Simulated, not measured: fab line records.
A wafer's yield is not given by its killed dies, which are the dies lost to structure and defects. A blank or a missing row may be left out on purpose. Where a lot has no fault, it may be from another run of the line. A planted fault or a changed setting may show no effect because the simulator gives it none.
Matching of chambers -- flow n5Finfet -- N5_BEOL_M9_CURE_72 on uvCure-01: 3 sister chambers
The step cures SiCOH lowk, time 120 s. 16 wafers are shown with their chamber, then 8 later ones without.

WAFERS PAIRED WITH THEIR CHAMBERS
wafer,chamber,wafer_temp_C_max,lampPowerPct (%)
L080.1,1,372.2,52.26
L080.3,1,371.5,52.24
L080.4,1,371.7,52.34
L081.1,0,371.1,52.29
L081.2,0,371.0,52.32
L081.4,0,371.2,52.36
L091.1,2,371.8,52.29
L091.3,2,372.3,52.29
L091.6,2,371.6,52.35
L090.1,2,371.7,52.26
L090.2,2,371.9,52.39
L090.4,2,371.9,52.28
L094.1,2,371.5,52.20
L094.2,2,372.4,52.30
L094.3,2,371.4,52.31
L094.4,2,372.1,52.24

SIGNATURES, as means of the wafers listed above
reading,chamber 0,chamber 1,chamber 2,scatter within a chamber
wafer_temp_C_max,371.100,371.800,371.860,0.312
lampPowerPct,52.3233,52.2800,52.2910,0.051
Rule: a wafer lies at a distance from a chamber equal to the root of the sum of squares, over the readings, of (its reading less the chamber's mean, divided by the reading's scatter). If the next closest chamber is less than 2 further off than the closest, the wafer can't be placed; otherwise it belongs to the closest. The scatter: take each reading less its chamber's mean, square it, sum over the shown wafers, divide by the number of wafers less the number of chambers, and take the root.

WAFERS WITH NO CHAMBER GIVEN
wafer,wafer_temp_C_max,lampPowerPct (%)
L094.5,371.8,52.42
L094.6,372.0,52.36
L092.3,371.9,52.29
L092.4,372.2,52.30
L092.5,372.3,52.26
L097.1,371.4,52.18
L097.3,371.2,52.23
L097.5,371.2,52.32

WHICH CHAMBER EACH WENT THROUGH
wafer,from the rows above,in truth
L094.5,can't be placed: 2 or 1 or 0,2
L094.6,can't be placed: 2 or 1 or 0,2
L092.3,can't be placed: 2 or 1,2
L092.4,can't be placed: 2 or 1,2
L092.5,can't be placed: 2 or 1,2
L097.1,can't be placed: 1 or 2 or 0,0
L097.3,can't be placed: 0 or 1 or 2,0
L097.5,can't be placed: 0 or 1 or 2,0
0 of 8 placed correctly. Unplaceable from these rows: 8, with the true chamber sitting among the candidates in 8. Wrongly placed: 0.
